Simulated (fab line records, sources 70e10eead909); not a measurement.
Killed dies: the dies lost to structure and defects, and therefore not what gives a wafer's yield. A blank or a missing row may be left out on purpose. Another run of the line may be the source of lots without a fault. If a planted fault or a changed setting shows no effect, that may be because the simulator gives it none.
fab line records + flow nand-harc
record:
- lots: 5
- wafers: 15
- last-day: 34
route steps=1302 shown P_GATE@170 END@1302
lots with no fault: from the same line, run without faults
start-h: hours from the record's opening day to when the first of the lot's shown wafers began + wait-h: hours since the lot's step before + " repeats the value in the row above + L1.1+2: a row that stands for several wafers + - either no value or no given start + * or withheld: withheld + < > ~ a bound
route shown NAME@n: NAME is a module with steps in the file, n the number in the route of the first one + usual: the fault-free wafers' mean and standard deviation + same: alike in all rows + chamber/n: place in a boat + sites: per-site readings + _std_site: the values' standard deviation + _edge_site: outer sites' mean less inner sites' + radius-mm: how far each site lies from the wafer's centre + mask NAME#n: copy n + behind: the tool/chamber that last shaped the wafer + hold: why the lot went on hold/how many hours it stayed there/how the hold came to an end + device: the transistor (n, p or np) that didn't switch + end of line: tests run on the same wafers once the route is complete + a step with no rows: only its recipe + killed: dies lost to structure and defects at the first sort, not the wafer's yield + map: per-die view of a wafer (x killed, . not killed, _ where there is no die)
set.NAME: the run value of the setting; set.NAME@STEP: its run value at that earlier step + model.NAME: the simulator's own value behind a step, which no gauge read
lots at some steps of the route; a table a step, a row a wafer
services: from which hour (start-h, from the record's first day; less than 0 if before it) a tool's chamber was out of use, for how many hours, and why
== steps ==
step: NHARC_P_GATE_CD_MEAS_46
recipe:
- target-cd-nm: 720
- landing-energy-ev: 500
usual:
- cd-nm: 720.3/1.2
same:
- landing-energy-ev: 500
| lot.wafer | tool      | chamber | start-h | wait-h | cd-nm |
|-----------|-----------|---------|---------|--------|-------|
| L866.3    | cd-sem-01 | 0       | 138.10  | -      | 721.5 |
| L866.4    | "         | 0       | "       | "      | 720.0 |
| L866.6    | "         | 0       | "       | "      | 720.3 |
| L868.2    | cd-sem-02 | 0       | 152.60  | -      | 719.0 |
| L868.4    | "         | 0       | "       | "      | 719.4 |
| L868.6    | "         | 0       | "       | "      | 720.6 |
| L874.1    | cd-sem-02 | 0       | 219.08  | -      | 718.8 |
| L874.2    | "         | 0       | "       | "      | 721.0 |
| L874.5    | "         | 0       | "       | "      | 720.5 |
| L884.4    | cd-sem-03 | 0       | 316.46  | -      | 719.7 |
| L884.5    | "         | 0       | "       | "      | 720.1 |
| L884.6    | "         | 0       | "       | "      | 718.4 |
| L886.1    | cd-sem-02 | 0       | 333.38  | -      | 720.4 |
| L886.4    | "         | 0       | "       | "      | 720.9 |
| L886.5    | "         | 0       | "       | "      | 721.7 |
step: NHARC_P_GATE_HARDBAKE_47
recipe:
- temp-c: 125
- time-s: 80
step: NHARC_P_GATE_DESCUM_48
recipe:
- time-s: 3
- o2-flow-sccm: 200
- ar-flow-sccm: 0
- bias-power-w: 0
- chemistry: O2
usual:
- drypump-motor-current-A: 6.0/0.52
- mfc-ar-sccm: 0.004/0.004
- oes-product-au: 1.002/0.0077
- rf-vpp-V: 57.9/0.86
- showerhead-plenum-p-Torr: 1.97/0.072
- throttle-valve-pct: 11.310/0.0099
| lot.wafer | tool        | chamber | start-h | wait-h | drypump-motor-current-A | mfc-ar-sccm | oes-product-au | rf-hours-counter-h | rf-vpp-V | showerhead-plenum-p-Torr | throttle-valve-pct |
|-----------|-------------|---------|---------|--------|-------------------------|-------------|----------------|--------------------|----------|--------------------------|--------------------|
| L866.3    | rie-diel-07 | 0       | 138.27  | -      | 5.2                     | 0.002       | 1.007          | 0.8                | 58.1     | 2.04                     | 11.294             |
| L866.4    | "           | 1       | "       | "      | 6.5                     | 0.008       | 0.988          | 0.7                | 57.0     | 1.83                     | 11.305             |
| L866.6    | "           | 1       | "       | "      | 6.6                     | 0.008       | 0.992          | -                  | 58.1     | 1.83                     | 11.298             |
| L868.2    | rie-diel-05 | 0       | 152.76  | -      | 5.8                     | 0.010       | 1.008          | 5.5                | 56.9     | 1.95                     | 11.306             |
| L868.4    | "           | 3       | "       | "      | 6.0                     | 0.006       | 1.004          | 5.2                | 57.6     | 2.04                     | 11.319             |
| L868.6    | "           | 1       | "       | "      | 6.5                     | 0           | 0.999          | -                  | 56.8     | 1.95                     | 11.325             |
| L874.1    | rie-diel-05 | 1       | 219.24  | -      | 6.5                     | 0           | 1.013          | 10.7               | 56.2     | 1.95                     | 11.285             |
| L874.2    | "           | 2       | "       | "      | 6.6                     | 0.005       | 1.004          | 9.8                | 60.1     | 1.92                     | 11.293             |
| L874.5    | "           | 2       | "       | "      | 6.6                     | 0.005       | 1.010          | -                  | 57.9     | 1.92                     | 11.317             |
| L884.4    | rie-diel-07 | 0       | 316.66  | -      | 5.2                     | 0.002       | 0.997          | -                  | 57.4     | 2.04                     | 11.305             |
| L884.5    | "           | 0       | "       | "      | 5.2                     | 0.002       | 1.005          | -                  | 59.4     | 2.04                     | 11.284             |
| L884.6    | "           | 1       | "       | "      | 6.6                     | 0.008       | 0.997          | -                  | 56.4     | 1.83                     | 11.319             |
| L886.1    | rie-diel-01 | 1       | 333.54  | -      | 6.0                     | 0           | 1.004          | 6.1                | 58.2     | 1.98                     | 11.315             |
| L886.4    | "           | 0       | "       | "      | 6.2                     | 0           | 0.993          | 5.4                | 58.0     | 2.06                     | 11.313             |
| L886.5    | "           | 2       | "       | "      | 4.9                     | 0.013       | 1.005          | -                  | 56.5     | 1.90                     | 11.326             |
step: NHARC_P_GATE_IMPLANT_49
recipe:
- energy-kev: 30
- dose-cm2: 3e+15
- tilt-deg: 7
step: NHARC_P_GATE_STRIP_111
recipe:
- power-w: 1500
- temp-c: 110
- time-s: 250
- chemistry: N2/H2
usual:
- drypump-motor-current-A: 5.5/0.49
- heater-power-w: 91/5.5
- temp-c: 110.01/0.15
| lot.wafer | tool            | chamber | start-h | wait-h | drypump-motor-current-A | heater-power-w | rf-hours-counter-h | temp-c |
|-----------|-----------------|---------|---------|--------|-------------------------|----------------|--------------------|--------|
| L866.3    | plasma-asher-02 | 1       | 138.74  | 0.2    | 5.8                     | 97             | -                  | 109.88 |
| L866.4    | "               | 0       | "       | "      | 4.8                     | 90             | -                  | 110.26 |
| L866.6    | "               | 1       | "       | "      | 5.8                     | 99             | -                  | 109.88 |
| L868.2    | plasma-asher-02 | 1       | 153.64  | 0.7    | 5.7                     | 97             | 17                 | 109.65 |
| L868.4    | "               | 1       | "       | "      | 5.8                     | 95             | -                  | 109.70 |
| L868.6    | "               | 1       | "       | "      | 5.8                     | 96             | -                  | 109.94 |
| L874.1    | plasma-asher-02 | 0       | 219.61  | 0.2    | 4.8                     | 93             | 31                 | 110.29 |
| L874.2    | "               | 1       | "       | "      | 5.8                     | 95             | 31                 | 110.05 |
| L874.5    | "               | 1       | "       | "      | 5.8                     | 98             | -                  | 110.21 |
| L884.4    | plasma-asher-02 | 0       | 317.15  | 0.2    | 4.8                     | 90             | -                  | 109.88 |
| L884.5    | "               | 0       | "       | "      | 4.8                     | 94             | -                  | 110.01 |
| L884.6    | "               | 1       | "       | "      | 5.7                     | 91             | -                  | 109.87 |
| L886.1    | plasma-asher-01 | 1       | 333.96  | 0.2    | 5.8                     | 88             | 30                 | 110.21 |
| L886.4    | "               | 1       | "       | "      | 5.8                     | 90             | -                  | 110.13 |
| L886.5    | "               | 1       | "       | "      | 5.8                     | 90             | -                  | 110.12 |
step: NHARC_P_GATE_STRIP_75
recipe:
- power-w: 1500
- temp-c: 250
- chemistry: O2
usual:
- drypump-motor-current-A: 5.5/0.49
- heater-power-w: 340/21
- temp-c: 249.99/0.18
| lot.wafer | tool            | chamber | start-h | wait-h | drypump-motor-current-A | heater-power-w | rf-hours-counter-h | temp-c |
|-----------|-----------------|---------|---------|--------|-------------------------|----------------|--------------------|--------|
| L866.3    | plasma-asher-02 | 1       | 138.96  | 0.2    | 5.7                     | 361            | -                  | 250.14 |
| L866.4    | "               | 0       | "       | "      | 4.8                     | 342            | -                  | 250.13 |
| L866.6    | "               | 1       | "       | "      | 5.8                     | 359            | -                  | 250.17 |
| L868.2    | plasma-asher-02 | 1       | 153.94  | 0.3    | 5.8                     | 357            | 18                 | 250.12 |
| L868.4    | "               | 1       | "       | "      | 5.8                     | 366            | -                  | 250.17 |
| L868.6    | "               | 1       | "       | "      | 5.8                     | 370            | -                  | 250.01 |
| L874.1    | plasma-asher-02 | 0       | 219.91  | 0.3    | 4.8                     | 336            | 32                 | 250.02 |
| L874.2    | "               | 1       | "       | "      | 5.8                     | 357            | 32                 | 250.08 |
| L874.5    | "               | 1       | "       | "      | 5.8                     | 366            | -                  | 250.05 |
| L884.4    | plasma-asher-02 | 0       | 317.38  | 0.2    | 4.8                     | 352            | -                  | 250.07 |
| L884.5    | "               | 0       | "       | "      | 4.8                     | 349            | -                  | 250.05 |
| L884.6    | "               | 1       | "       | "      | 5.8                     | 343            | -                  | 249.72 |
| L886.1    | plasma-asher-01 | 1       | 334.22  | 0.2    | 5.8                     | 336            | 30                 | 249.80 |
| L886.4    | "               | 1       | "       | "      | 5.8                     | 344            | -                  | 249.82 |
| L886.5    | "               | 1       | "       | "      | 5.8                     | 336            | -                  | 250.16 |
step: NHARC_P_GATE_STRIP_50
recipe:
- time-s: 900
- temp-c: 130
- chemistry: SPM
step: NHARC_P_GATE_DEHYDRATE_51
recipe:
- temp-c: 150
- time-s: 120
step: NHARC_P_GATE_HMDS_52
recipe:
- time-s: 30
step: NHARC_P_GATE_COAT_53
recipe:
- spin-rpm: 3000
step: NHARC_P_GATE_SOFTBAKE_54
recipe:
- temp-c: 122
- time-s: 95
step: NHARC_P_GATE_EBR_55
step: NHARC_P_GATE_EXPOSE_56
recipe:
- na: 0.6
- target-cd-nm: 720
- dose-mj: 14.81
- mask-id: P_PSD
| lot.wafer  | tool           | chamber | start-h | wait-h | mask       |
|------------|----------------|---------|---------|--------|------------|
| L866.3+4+6 | krf-scanner-02 | 0       | 139.60  | -      | P_PSD#0    |
| L868.2+4+6 | krf-scanner-04 | 0       | 154.72  | -      | P_PSD#0    |
| L874.1+2+5 | krf-scanner-04 | 0       | 220.69  | -      | P_PSD_R1#0 |
| L884.4+5+6 | krf-scanner-04 | 0       | 318.01  | -      | P_PSD#0    |
| L886.1+4+5 | krf-scanner-02 | 0       | 334.98  | -      | P_PSD#0    |
step: NHARC_P_GATE_PEB_57
recipe:
- peb-temp-c: 118
- peb-time-s: 85
step: NHARC_P_GATE_DEVELOP_58
recipe:
- time-s: 70
step: NHARC_P_GATE_CD_MEAS_59
recipe:
- target-cd-nm: 720
- landing-energy-ev: 500
usual:
- cd-nm: 720.2/1.3
same:
- landing-energy-ev: 500
| lot.wafer | tool      | chamber | start-h | wait-h | cd-nm |
|-----------|-----------|---------|---------|--------|-------|
| L866.3    | cd-sem-02 | 0       | 139.75  | -      | 721.3 |
| L866.4    | "         | 0       | "       | "      | 721.1 |
| L866.6    | "         | 0       | "       | "      | 720.8 |
| L868.2    | cd-sem-01 | 0       | 154.87  | -      | 721.5 |
| L868.4    | "         | 0       | "       | "      | 722.5 |
| L868.6    | "         | 0       | "       | "      | 722.2 |
| L874.1    | cd-sem-02 | 0       | 220.85  | -      | 727.7 |
| L874.2    | "         | 0       | "       | "      | 727.4 |
| L874.5    | "         | 0       | "       | "      | 729.2 |
| L884.4    | cd-sem-01 | 0       | 318.16  | -      | 717.8 |
| L884.5    | "         | 0       | "       | "      | 720.9 |
| L884.6    | "         | 0       | "       | "      | 720.3 |
| L886.1    | cd-sem-02 | 0       | 335.14  | -      | 719.0 |
| L886.4    | "         | 0       | "       | "      | 719.1 |
| L886.5    | "         | 0       | "       | "      | 720.3 |
step: NHARC_P_GATE_HARDBAKE_60
recipe:
- temp-c: 125
- time-s: 80
step: NHARC_END_SORT_01
recipe:
- temp-c: 25
usual:
- killed-at-array: 62/16
- killed-at-other: 0.8/1.1
- killed-at-periphery: 4/3.2
- killed-dies: 67/16
- killed-open: 3.5/1.9
- killed-short: 2.1/1.5
same:
- gross-dies: 677
| lot.wafer | tool      | chamber | start-h | wait-h | killed-at-array | killed-at-other | killed-at-periphery | killed-dies | killed-open | killed-short |
|-----------|-----------|---------|---------|--------|-----------------|-----------------|---------------------|-------------|-------------|--------------|
| L874.2    | prober-01 | 0       | 680.78  | 2.8    | 56              | 1               | 1                   | 58          | 4           | 1            |
killed by level:class
L874.2 A_CHANNEL_HOLE_D1:chamber-film-flake=37 A_CONTACT:chamber-film-flake=6 A_CHANNEL_HOLE_D2:chamber-film-flake=3 A_BONDPAD:chamber-film-flake=3 A_ONON_D1:geometric-particle:short=1 A_ONON_D1:geometric-particle:open=1 A_CONTACT:geometric-particle:open=1 A_BLC:geometric-particle:open=1
== services ==
| tool            | chamber | start-h | hours | kind       |
|-----------------|---------|---------|-------|------------|
| rie-diel-07     | -       | 117.20  | 9.0   | pm         |
| plasma-asher-01 | -       | 125.26  | 32.1  | repair     |
| rie-diel-07     | 2       | 128.38  | 5.2   | repair     |
| rie-diel-01     | 0       | 147.24  | 33.8  | repair     |
| plasma-asher-01 | -       | 165.26  | 9.0   | pm         |
| krf-scanner-04  | -       | 182.00  | 4.0   | pm         |
| rie-diel-05     | 0       | 191.70  | 3.7   | repair     |
| krf-scanner-04  | -       | 199.97  | 1.1   | repair     |
| rie-diel-07     | 1       | 200.25  | 9.8   | repair     |
| rie-diel-01     | -       | 203.80  | 9.0   | pm         |
| rie-diel-05     | 0       | 214.54  | 3.1   | repair     |
| plasma-asher-01 | -       | 215.15  | 3.5   | repair     |
| rie-diel-05     | -       | 229.62  | 9.0   | pm         |
| krf-scanner-02  | -       | 266.00  | 4.0   | pm         |
| plasma-asher-02 | -       | 266.20  | 9.0   | pm         |
| plasma-asher-02 | 0       | 266.20  | 9.0   | vent-cycle |
| plasma-asher-02 | 1       | 266.20  | 9.0   | vent-cycle |
| plasma-asher-02 | 0       | 275.20  | -     | clean      |
| plasma-asher-02 | 1       | 275.20  | -     | clean      |
| rie-diel-07     | -       | 294.20  | 9.0   | pm         |
| rie-diel-01     | 2       | 294.76  | 7.8   | repair     |
| rie-diel-07     | 2       | 313.06  | 3.7   | repair     |
| rie-diel-07     | 3       | 313.56  | 14.5  | repair     |
| rie-diel-07     | 1       | 324.01  | 8.8   | repair     |
== key ==
first-sign:
- step: NHARC_P_GATE_EXPOSE_56
- reading: mask
- direction: changed
effect:
- step: NHARC_P_GATE_CD_MEAS_59
- reading: cd-nm
- direction: up
- sigmas: 6.2
- usual: 720.2
- struck: 728.1
met-at NHARC_P_GATE_EXPOSE_56
struck-wafers L874.1,L874.2,L874.5
tester-left-out L874
onset-between 154.72 220.69
fault:
- kind: wrong-mask
- tool: any
- chamber: -
- onset-h: 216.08
- steps: NHARC_P_GATE_EXPOSE_56
- aux-copy: P_PSD_R1#0
- cd-offset-nm: 7.7108
- scope: struck-lots-only
tester-left-out: of these lots the tester's yield and bins aren't shown, on N5 and GAA mostly nor the transistor test; their killed dies are dies lost to structure and defects alone, not to doping, threshold or leakage, so they don't give the yield
